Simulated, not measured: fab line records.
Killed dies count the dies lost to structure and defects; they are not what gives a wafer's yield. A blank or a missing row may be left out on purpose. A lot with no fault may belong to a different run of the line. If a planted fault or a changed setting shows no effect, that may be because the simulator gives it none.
fab line records	flow nand-harc
[record] lots = 5	wafers = 15	last-day = 24
route steps=1159 shown P_M2@343 P_BONDPAD@351
lots that met no fault: taken from a fault-free run of the same line
start-h: start of the lot's first displayed wafer, in hours after the record's first day	wait-h: time in hours since the lot's previous step	" same as the row above	L1.1+2: a single row standing in for several wafers	- no value, or no start given	* or withheld: withheld	< > ~ a bound
route shown NAME@n: a module of which the file shows steps, and the number in the route of the first	usual: mean/standard deviation of fault-free wafers	same: alike in all rows	chamber/n: place in a boat	sites: per-site readings	_std_site: the values' standard deviation	_edge_site: the outer-site mean with the inner-site mean subtracted	radius-mm: how far each site lies from the wafer's centre	mask NAME#n: copy n	behind: the tool/chamber that last shaped the wafer	hold: why the lot went on hold/how many hours it stayed there/how the hold came to an end	device: the n, p or np transistor that did not switch	end of line: at the end of the route, the tests of the same wafers	where a step has no rows: the recipe by itself	killed: dies lost to structure and defects at the first sort, not the wafer's yield	map: a wafer's dies, marking killed ones x, the rest . and places with no die _
set.NAME: setting as actually run; set.NAME@STEP: the setting as run at that earlier step	model.NAME: the simulator's own value behind a step, which no gauge read
lots seen at some steps along the route; tables by step, rows by wafer
services: the hour from which a tool's chamber was out of use, counted from the record's first day as start-h (under 0 if before that day), plus the number of hours and why
[[steps]]
[step NHARC_P_M2_ANNEAL_31]
[recipe] temp-c = 225	time-s = 90
[usual] wafer_temp_C_max = 226.1/0.35
[same] time-s = 90
lot.wafer	tool	chamber	start-h	wait-h	wafer_temp_C_max
L074.2	rtp-anneal-01	0	132.05	0.3	226.0
L074.3	"	0	"	"	226.5
L074.5	"	0	"	"	225.9
L080.1	rtp-anneal-01	0	167.19	0.4	226.5
L080.2	"	0	"	"	226.2
L080.6	"	0	"	"	226.4
L086.3	rtp-anneal-02	0	205.58	-	225.8
L086.5	"	0	"	"	226.4
L086.6	"	0	"	"	225.7
L091.4	rtp-anneal-01	0	227.63	0.4	226.0
L091.5	"	0	"	"	226.5
L091.6	"	0	"	"	226.6
L095.4	rtp-anneal-01	0	255.63	-	226.5
L095.5	"	0	"	"	225.9
L095.6	"	0	"	"	225.8
[step NHARC_P_M2_CMP_23]
[recipe] t-overpolish-s = 20	target-thk-nm = 144.3
[usual] edge-zone-pressure-frac = 1.001/0.0051	motor-current-A = 12.1/1.1	slurry-filter-dp-kPa = 13.50/0.14	time-to-endpoint-s = 29.4/2.2
lot.wafer	tool	chamber	start-h	wait-h	edge-zone-pressure-frac	motor-current-A	slurry-filter-dp-kPa	time-to-endpoint-s
L074.3	cmp-01	2	132.35	-	0.998	11.2	13.71	27.1
L074.2	"	3	"	"	1.002	10.9	13.49	26.3
L074.5	"	3	"	"	1.002	11.2	13.76	28.9
L080.1	cmp-01	1	167.56	-	1.002	11.8	13.46	28.4
L080.2	"	2	"	"	1.010	11.3	13.49	31.9
L080.6	"	1	"	"	0.993	12.3	13.54	29.3
L086.3	cmp-02	0	205.83	-	1.009	12.0	13.76	29.4
L086.5	"	0	"	"	1.011	13.4	13.58	29.3
L086.6	"	1	"	"	1.001	12.6	13.41	29.2
L091.4	cmp-01	3	227.82	-	1.000	10.9	13.63	28.3
L091.6	"	3	"	"	0.997	11.8	13.33	30.0
L091.5	"	0	"	"	1.007	12.5	13.37	27.2
L095.4	cmp-02	3	255.87	-	1.005	14.4	13.59	26.2
L095.5	"	1	"	"	1.001	12.1	13.37	27.3
L095.6	"	2	"	"	0.995	10.5	13.43	26.7
[step NHARC_P_M2_THK_MEAS_24]
[recipe] thk-meas-gauge = xrf
[usual] thk-nm = 144.8/1.5
lot.wafer	tool	chamber	start-h	wait-h	thk-nm
L074.2	film-metro-02	-	132.66	-	147.2
L074.3	"	-	"	"	145.1
L074.5	"	-	"	"	143.7
L080.1	film-metro-01	-	167.85	-	144.4
L080.2	"	-	"	"	145.4
L080.6	"	-	"	"	143.3
L086.3	film-metro-01	-	206.15	-	147.1
L086.5	"	-	"	"	144.3
L086.6	"	-	"	"	145.0
L091.4	film-metro-02	-	228.14	-	145.1
L091.5	"	-	"	"	145.0
L091.6	"	-	"	"	143.7
L095.4	film-metro-02	-	256.13	-	144.4
L095.5	"	-	"	"	145.5
L095.6	"	-	"	"	144.3
[step NHARC_P_M2_SRD_25]
lot.wafer	tool	chamber	start-h	wait-h
L074.3+2+5	wet-bench-10	5,6,7	132.71	0.1
L080.2+6+1	wet-bench-10	1,2,6	167.89	0.0
L086.6+5+3	wet-bench-10	1,4,5	206.19	0.0
L091.4+5+6	wet-bench-10	6,2,3	228.18	0.0
L095.5+6+4	wet-bench-10	0,2,3	256.17	0.0
[step NHARC_P_M2_INSPECT_27]
[usual] raw-defect-count = 349/140
lot.wafer	tool	chamber	start-h	wait-h	raw-defect-count
L074.2	defect-inspect-01	-	132.82	0.0	425
L074.3	"	-	"	"	364
L074.5	"	-	"	"	323
L080.1	defect-inspect-01	-	168.01	0.0	564
L080.2	"	-	"	"	592
L080.6	"	-	"	"	532
L086.3	defect-inspect-01	-	206.31	0.0	190
L086.5	"	-	"	"	495
L086.6	"	-	"	"	229
L091.4	defect-inspect-01	-	228.30	0.0	241
L091.5	"	-	"	"	232
L091.6	"	-	"	"	407
L095.4	defect-inspect-02	-	256.29	0.0	145
L095.5	"	-	"	"	126
L095.6	"	-	"	"	404
[step NHARC_P_M2_PRE_CLEAN_32]
[recipe] time-s = 12	temp-c = 370	rf-power-w = 300	gas = NH3
[usual] heater-power-w = 667/73
[same] time-s = 12
lot.wafer	tool	chamber	start-h	wait-h	heater-power-w
L074.3	pecvd-03	2	132.88	0.1	741
L074.2	"	1	"	"	607
L074.5	"	1	"	"	605
L080.2	pecvd-03	2	168.07	0.1	716
L080.1	"	1	"	"	578
L080.6	"	2	"	"	728
L086.3	pecvd-01	2	206.37	0.1	829
L086.6	"	2	"	"	810
L086.5	"	1	"	"	699
L091.6	pecvd-01	1	228.40	0.1	739
L091.4	"	2	"	"	684
L091.5	"	0	"	"	650
L095.6	pecvd-01	2	256.39	0.1	728
L095.5	"	0	"	"	721
L095.4	"	1	"	"	708
[step NHARC_P_M2_DEP_33]
[recipe] target-thk-a = 300	temp-c = 370	target-thk-nm = 30	pressure-torr = 3	flow-sccm = 200	rf-w = 450	material = SiCN
[usual] heater-power-w = 616/78
lot.wafer	tool	chamber	start-h	wait-h	heater-power-w
L074.3	pecvd-03	2	132.96	0.1	670
L074.2	"	1	"	"	523
L074.5	"	1	"	"	510
L080.2	pecvd-03	2	168.15	0.1	662
L080.1	"	1	"	"	534
L080.6	"	2	"	"	674
L086.3	pecvd-01	2	206.45	0.1	760
L086.6	"	2	"	"	746
L086.5	"	1	"	"	696
L091.6	pecvd-01	1	228.57	0.2	684
L091.4	"	2	"	"	720
L091.5	"	0	"	"	593
L095.6	pecvd-01	2	256.56	0.2	738
L095.5	"	0	"	"	699
L095.4	"	1	"	"	640
[step NHARC_P_BONDPAD_DEP_00]
[recipe] target-thk-a = 2500	temp-c = 370	target-thk-nm = 250	pressure-torr = 3	flow-sccm = 200	rf-w = 450	material = SiCN
[usual] heater-power-w = 609/86
lot.wafer	tool	chamber	start-h	wait-h	heater-power-w
L074.3	pecvd-03	2	-	-	695
L074.2	"	1	"	"	548
L074.5	"	0	"	"	643
L080.2	pecvd-02	0	168.56	-	660
L080.1	"	2	"	"	513
L080.6	"	1	"	"	572
L086.3	pecvd-01	0	-	-	611
L086.5	"	0	"	"	627
L086.6	"	2	"	"	739
L091.4	pecvd-02	0	229.31	-	683
L091.5	"	1	"	"	598
L091.6	"	2	"	"	430
L095.6	pecvd-03	1	256.98	-	517
L095.4	"	2	"	"	693
L095.5	"	0	"	"	553
[step NHARC_P_BONDPAD_CMP_32]
[recipe] target-thk-nm = 200	material = SiCN
[usual] edge-zone-pressure-frac = 1.000/0.0049	motor-current-A = 12.4/1.3	slurry-filter-dp-kPa = 13.50/0.14
lot.wafer	tool	chamber	start-h	wait-h	edge-zone-pressure-frac	motor-current-A	slurry-filter-dp-kPa
L074.3	cmp-03	2	133.79	-	1.006	12.8	13.38
L074.2	"	3	"	"	0.996	12.4	13.71
L074.5	"	2	"	"	1.004	13.0	13.47
L080.2	cmp-03	1	168.97	-	0.999	13.2	13.20
L080.1	"	3	"	"	0.998	12.6	13.50
L080.6	"	2	"	"	1.002	11.8	13.45
L086.3	cmp-02	2	207.38	-	1.008	10.3	13.52
L086.5	"	3	"	"	1.000	13.4	13.43
L086.6	"	0	"	"	1.001	12.3	13.41
L091.4	cmp-04	0	229.64	-	0.992	12.1	13.37
L091.6	"	2	"	"	0.993	11.2	13.50
L091.5	"	3	"	"	0.997	12.9	13.38
L095.4	cmp-04	3	257.33	-	1.001	12.2	13.33
L095.5	"	0	"	"	1.003	11.8	13.39
L095.6	"	1	"	"	1.003	11.4	13.52
[step NHARC_P_BONDPAD_THK_MEAS_33]
[recipe] thk-meas-gauge = ellipsometry
[usual] thk-nm = 200.4/1.4
lot.wafer	tool	chamber	start-h	wait-h	thk-nm
L074.2	film-metro-01	-	134.01	0.2	199.3
L074.3	"	-	"	"	201.9
L074.5	"	-	"	"	199.2
L080.1	film-metro-02	-	169.23	0.2	199.7
L080.2	"	-	"	"	199.0
L080.6	"	-	"	"	199.0
L086.3	film-metro-01	-	207.56	0.2	202.6
L086.5	"	-	"	"	201.4
L086.6	"	-	"	"	200.6
L091.4	film-metro-02	-	229.84	0.2	199.1
L091.5	"	-	"	"	199.4
L091.6	"	-	"	"	200.0
L095.4	film-metro-01	-	257.51	0.2	199.4
L095.5	"	-	"	"	199.7
L095.6	"	-	"	"	200.9
[step NHARC_P_BONDPAD_SRD_34]
lot.wafer	tool	chamber	start-h	wait-h
L074.3+2+5	wet-bench-10	7,1,3	134.05	0.0
L080.6+1+2	wet-bench-10	0,2,3	169.27	0.0
L086.6+5+3	wet-bench-10	1,2,3	207.61	0.0
L091.6+4+5	wet-bench-08	4,5,6	229.89	0.0
L095.6+4+5	wet-bench-08	2,3,4	257.55	0.0
[step NHARC_P_BONDPAD_DEHYDRATE_01]
[recipe] temp-c = 150	time-s = 120
[same] time-s = 120
lot.wafer	tool	chamber	start-h	wait-h
L074.2+3+5	litho-track-07	0	134.14	0.1
L080.1+2+6	litho-track-07	0	169.35	0.1
L086.3+5+6	litho-track-02	0	207.68	0.1
L091.4+5+6	litho-track-07	0	229.96	0.1
L095.4+5+6	litho-track-02	0	257.63	0.1
[step NHARC_P_BONDPAD_HMDS_02]
[recipe] time-s = 30
[same] time-s = 30
lot.wafer	tool	chamber	start-h	wait-h
L074.2+3+5	litho-track-07	0	-	-
L080.1+2+6	litho-track-07	0	-	-
L086.3+5+6	litho-track-02	0	-	-
L091.4+5+6	litho-track-07	0	-	-
L095.4+5+6	litho-track-02	0	-	-
[step NHARC_P_BONDPAD_COAT_36]
[recipe] temp-c = 200	time-s = 65
[same] time-s = 65
lot.wafer	tool	chamber	start-h	wait-h
L074.2+3+5	litho-track-07	0	-	-
L080.1+2+6	litho-track-07	0	-	-
L086.3+5+6	litho-track-02	0	-	-
L091.4+5+6	litho-track-07	0	-	-
L095.4+5+6	litho-track-02	0	-	-
[step NHARC_P_BONDPAD_COAT_03]
[recipe] spin-rpm = 2000	resist-thk-nm = 600
lot.wafer	tool	chamber	start-h	wait-h
L074.2+3+5	litho-track-07	0	-	-
L080.1+2+6	litho-track-07	0	-	-
L086.3+5+6	litho-track-02	0	-	-
L091.4+5+6	litho-track-07	0	-	-
L095.4+5+6	litho-track-02	0	-	-
[step NHARC_P_BONDPAD_SOFTBAKE_04]
[recipe] temp-c = 125	time-s = 70
[same] time-s = 70
lot.wafer	tool	chamber	start-h	wait-h
L074.2+3+5	litho-track-07	0	-	-
L080.1+2+6	litho-track-07	0	-	-
L086.3+5+6	litho-track-02	0	-	-
L091.4+5+6	litho-track-07	0	-	-
L095.4+5+6	litho-track-02	0	-	-
[step NHARC_P_BONDPAD_EBR_05]
lot.wafer	tool	chamber	start-h	wait-h
L074.2+3+5	litho-track-07	0	-	-
L080.1+2+6	litho-track-07	0	-	-
L086.3+5+6	litho-track-02	0	-	-
L091.4+5+6	litho-track-07	0	-	-
L095.4+5+6	litho-track-02	0	-	-
[step NHARC_P_BONDPAD_EXPOSE_06]
[recipe] na = 0.55	dose-mj = 37.06	mask-id = P_BPAD
[usual] stage-vel-mm-s = 500.00/0.26
lot.wafer	tool	chamber	start-h	wait-h	mask	stage-vel-mm-s
L074.2	krf-scanner-03	0	134.43	-	P_BPAD#0	499.78
L074.3	"	0	"	"	P_BPAD#0	499.93
L074.5	"	0	"	"	P_BPAD#0	499.59
L080.1	krf-scanner-02	0	169.64	-	P_BPAD#0	499.56
L080.2	"	0	"	"	P_BPAD#0	500.02
L080.6	"	0	"	"	P_BPAD#0	499.77
L086.3	krf-scanner-03	0	207.98	-	P_BPAD#0	499.88
L086.5	"	0	"	"	P_BPAD#0	500.39
L086.6	"	0	"	"	P_BPAD#0	500.01
L091.4	krf-scanner-02	0	230.27	-	P_BPAD#0	499.54
L091.5	"	0	"	"	P_BPAD#0	500.13
L091.6	"	0	"	"	P_BPAD#0	500.35
L095.4	krf-scanner-02	0	257.81	-	P_BPAD#0	499.99
L095.5	"	0	"	"	P_BPAD#0	499.72
L095.6	"	0	"	"	P_BPAD#0	499.66
[step NHARC_P_BONDPAD_PEB_07]
[recipe] peb-temp-c = 128	peb-time-s = 80
lot.wafer	tool	chamber	start-h	wait-h
L074.2+3+5	litho-track-07	0	134.49	0.1
L080.1+2+6	litho-track-05	0	169.71	0.1
L086.3+5+6	litho-track-02	0	208.04	0.1
L091.4+5+6	litho-track-02	0	230.32	0.1
L095.4+5+6	litho-track-02	0	257.86	0.0
[step NHARC_P_BONDPAD_DEVELOP_08]
[recipe] time-s = 50	dev-temp-c = 22
[same] time-s = 50
lot.wafer	tool	chamber	start-h	wait-h
L074.2+3+5	litho-track-07	0	-	-
L080.1+2+6	litho-track-05	0	-	-
L086.3+5+6	litho-track-02	0	-	-
L091.4+5+6	litho-track-02	0	-	-
L095.4+5+6	litho-track-02	0	-	-
[step NHARC_P_BONDPAD_CD_MEAS_09]
[recipe] target-cd-nm = 500	landing-energy-ev = 500
[usual] cd-nm = 500.3/1.6
lot.wafer	tool	chamber	start-h	wait-h	cd-nm
L074.2	cd-sem-02	0	134.59	-	501.8
L074.3	"	0	"	"	501.9
L074.5	"	0	"	"	500.9
L080.1	cd-sem-03	0	169.79	-	503.1
L080.2	"	0	"	"	502.6
L080.6	"	0	"	"	501.4
L086.3	cd-sem-03	0	208.13	-	498.7
L086.5	"	0	"	"	499.6
L086.6	"	0	"	"	499.2
L091.4	cd-sem-03	0	230.42	-	501.2
L091.5	"	0	"	"	501.2
L091.6	"	0	"	"	500.1
L095.4	cd-sem-02	0	257.95	-	498.4
L095.5	"	0	"	"	500.2
L095.6	"	0	"	"	500.5
[step NHARC_P_BONDPAD_OVL_MEAS_38]
[usual] overlay-x-nm = 1/4.7	overlay-y-nm = 0/6.6
lot.wafer	tool	chamber	start-h	wait-h	overlay-x-nm	overlay-y-nm
L074.2	overlay-02	-	134.68	-	2	1
L074.3	"	-	"	"	3	1
L074.5	"	-	"	"	3	1
L080.1	overlay-02	-	169.89	-	2	0
L080.2	"	-	"	"	1	1
L080.6	"	-	"	"	1	0
L086.3	overlay-01	-	208.21	-	-9	4
L086.5	"	-	"	"	-9	5
L086.6	"	-	"	"	-9	5
L091.4	overlay-01	-	230.50	-	5	-20
L091.5	"	-	"	"	5	-20
L091.6	"	-	"	"	6	-20
L095.4	overlay-02	-	258.03	-	4	-5
L095.5	"	-	"	"	4	-5
L095.6	"	-	"	"	4	-5
[step NHARC_P_BONDPAD_HARDBAKE_10]
[recipe] temp-c = 118	time-s = 65
[same] time-s = 65
lot.wafer	tool	chamber	start-h	wait-h
L074.2+3+5	litho-track-05	0	134.72	0.0
L080.1+2+6	litho-track-05	0	169.94	0.0
L086.3+5+6	litho-track-05	0	208.26	0.0
L091.4+5+6	litho-track-05	0	230.55	0.1
L095.4+5+6	litho-track-02	0	258.09	0.1
[step NHARC_P_BONDPAD_DESCUM_11]
[recipe] time-s = 3	o2-flow-sccm = 200	ar-flow-sccm = 0	bias-power-w = 0	chemistry = O2
[usual] drypump-motor-current-A = 5.5/0.42	oes-product-au = 0.998/0.0086	rf-vpp-V = 58.0/0.88	showerhead-plenum-p-Torr = 1.94/0.098	throttle-valve-pct = 11.311/0.0095
[same] time-s = 3
lot.wafer	tool	chamber	start-h	wait-h	drypump-motor-current-A	oes-product-au	rf-hours-counter-h	rf-vpp-V	showerhead-plenum-p-Torr	throttle-valve-pct
L074.2	rie-diel-05	2	134.80	-	6.2	0.999	13	59.6	2.03	11.318
L074.3	"	1	"	"	5.4	0.998	12	57.7	1.84	11.298
L074.5	"	2	"	"	6.2	0.997	-	58.7	2.03	11.314
L080.1	rie-diel-06	3	170.03	-	4.7	0.996	33	59.6	2.07	11.308
L080.2	"	1	"	"	5.2	1.002	33	57.3	1.94	11.318
L080.6	"	2	"	"	5.3	1.001	-	58.6	2.07	11.298
L086.3	rie-diel-05	3	208.36	-	5.6	0.985	5	58.0	1.78	11.313
L086.5	"	0	"	"	5.3	0.979	-	57.0	1.92	11.314
L086.6	"	2	"	"	6.3	0.988	-	59.5	2.02	11.306
L091.4	rie-diel-05	3	230.64	-	5.7	0.995	7	56.2	1.78	11.307
L091.6	"	1	"	"	5.4	1.007	-	57.5	1.84	11.320
L091.5	"	2	"	"	6.3	0.999	-	57.9	2.02	11.314
L095.4	rie-diel-05	2	258.17	-	6.3	0.992	8	58.3	2.02	11.316
L095.6	"	1	"	"	5.4	0.997	-	57.3	1.84	11.306
L095.5	"	2	"	"	6.2	0.993	-	58.4	2.02	11.327
[step NHARC_P_BONDPAD_ETCH_37]
[recipe] target-depth-a = 600	overetch-a = 180	time-s = 65.91	ion-energy-ev = 200	n2-flow-sccm = 150	h2-flow-sccm = 150	ar-flow-sccm = 0	rf-w = 400	bias-w = 150	chemistry = N2/H2
[usual] drypump-motor-current-A = 5.5/0.42	oes-product-au = 0.997/0.0081	rf-vpp-V = 431/3.1	showerhead-plenum-p-Torr = 2.07/0.11	throttle-valve-pct = 14.173/0.0087
[same] time-s = 65.91
lot.wafer	tool	chamber	start-h	wait-h	drypump-motor-current-A	oes-product-au	rf-hours-counter-h	rf-vpp-V	showerhead-plenum-p-Torr	throttle-valve-pct
L074.3	rie-diel-05	0	134.89	0.1	5.4	0.998	12	431	2.05	14.163
L074.2	"	1	"	"	5.4	0.993	12	427	1.97	14.182
L074.5	"	1	"	"	5.4	0.995	-	428	1.96	14.161
L080.2	rie-diel-06	0	170.10	0.1	5.0	1.005	34	435	2.17	14.162
L080.1	"	1	"	"	5.3	1.006	33	430	2.07	14.177
L080.6	"	1	"	"	5.2	1.007	-	431	2.07	14.163
L086.3	rie-diel-05	3	208.45	0.1	5.7	0.995	5	427	1.89	14.169
L086.5	"	2	"	"	6.3	0.991	-	435	2.16	14.190
L086.6	"	3	"	"	5.7	0.992	-	426	1.89	14.174
L091.4	rie-diel-05	1	230.72	0.1	5.4	0.989	7	427	1.96	14.179
L091.6	"	2	"	"	6.3	0.986	-	432	2.16	14.190
L091.5	"	3	"	"	5.6	0.995	-	426	1.89	14.177
L095.4	rie-diel-05	1	258.26	0.1	5.4	1.010	8	428	1.96	14.177
L095.6	"	2	"	"	6.3	0.987	-	433	2.16	14.176
L095.5	"	3	"	"	5.7	0.996	-	427	1.89	14.153
[step NHARC_P_BONDPAD_ETCH_12]
[recipe] target-depth-a = 2000	time-s = 100	chf3-flow-sccm = 50	o2-flow-sccm = 10	ar-flow-sccm = 200	rf-w = 500	bias-w = 200	chemistry = CHF3/O2
[usual] drypump-motor-current-A = 5.5/0.43	oes-product-au = 0.945/0.021	rf-vpp-V = 371.3/2.7	showerhead-plenum-p-Torr = 2.43/0.12	throttle-valve-pct = 20.573/0.0087
[same] time-s = 100
lot.wafer	tool	chamber	start-h	wait-h	drypump-motor-current-A	oes-product-au	rf-hours-counter-h	rf-vpp-V	showerhead-plenum-p-Torr	throttle-valve-pct
L074.3	rie-diel-05	3	-	-	5.6	0.956	13	367.8	2.24	20.575
L074.2	"	2	"	"	6.2	0.977	13	373.9	2.54	20.576
L074.5	"	0	"	"	5.3	0.968	-	369.8	2.41	20.577
L080.1	rie-diel-06	0	-	-	5.0	0.981	34	373.6	2.54	20.588
L080.2	"	2	"	"	5.3	0.957	32	374.6	2.58	20.573
L080.6	"	3	"	"	4.7	0.951	-	373.7	2.58	20.583
L086.3	rie-diel-05	0	-	-	5.3	0.952	5	372.2	2.41	20.564
L086.5	"	2	"	"	6.3	0.956	-	373.3	2.53	20.584
L086.6	"	3	"	"	5.7	0.958	-	367.1	2.24	20.579
L091.4	rie-diel-05	3	-	-	5.6	0.970	8	366.4	2.24	20.575
L091.6	"	1	"	"	5.4	0.970	-	369.1	2.32	20.568
L091.5	"	2	"	"	6.2	0.960	-	372.7	2.53	20.567
L095.4	rie-diel-05	1	-	-	5.4	0.953	8	369.0	2.31	20.558
L095.5	"	2	"	"	6.2	0.951	-	374.3	2.53	20.565
L095.6	"	3	"	"	5.6	0.975	-	367.9	2.24	20.590
[[services]]
tool	chamber	start-h	hours	kind
pecvd-03	-	111.50	13.0	pm
cmp-02	-	128.50	4.0	pm
cmp-02	-	134.29	1.5	repair
rie-diel-05	0	137.20	12.3	repair
cmp-02	-	145.79	3.1	repair
rie-diel-05	3	148.56	6.0	repair
rie-diel-05	-	163.60	9.0	pm
litho-track-02	-	165.00	7.0	pm
rie-diel-06	-	165.24	0.6	repair
cmp-02	-	173.00	0.4	repair
cmp-01	-	179.57	4.0	pm
rie-diel-05	2	182.64	6.3	repair
litho-track-07	-	189.00	7.0	pm
cmp-02	-	195.89	4.7	repair
rie-diel-05	1	199.10	10.0	repair
rie-diel-06	-	199.66	3.1	repair
krf-scanner-02	-	210.00	4.0	pm
pecvd-01	0	212.95	4.2	repair
cmp-01	-	219.08	0.4	repair
cmp-02	-	226.50	4.0	pm
cmp-01	-	228.56	0.8	repair
pecvd-01	-	237.00	13.0	pm
litho-track-05	-	237.01	7.0	pm
wet-bench-10	-	247.20	8.0	pm
[[key]]
fault none
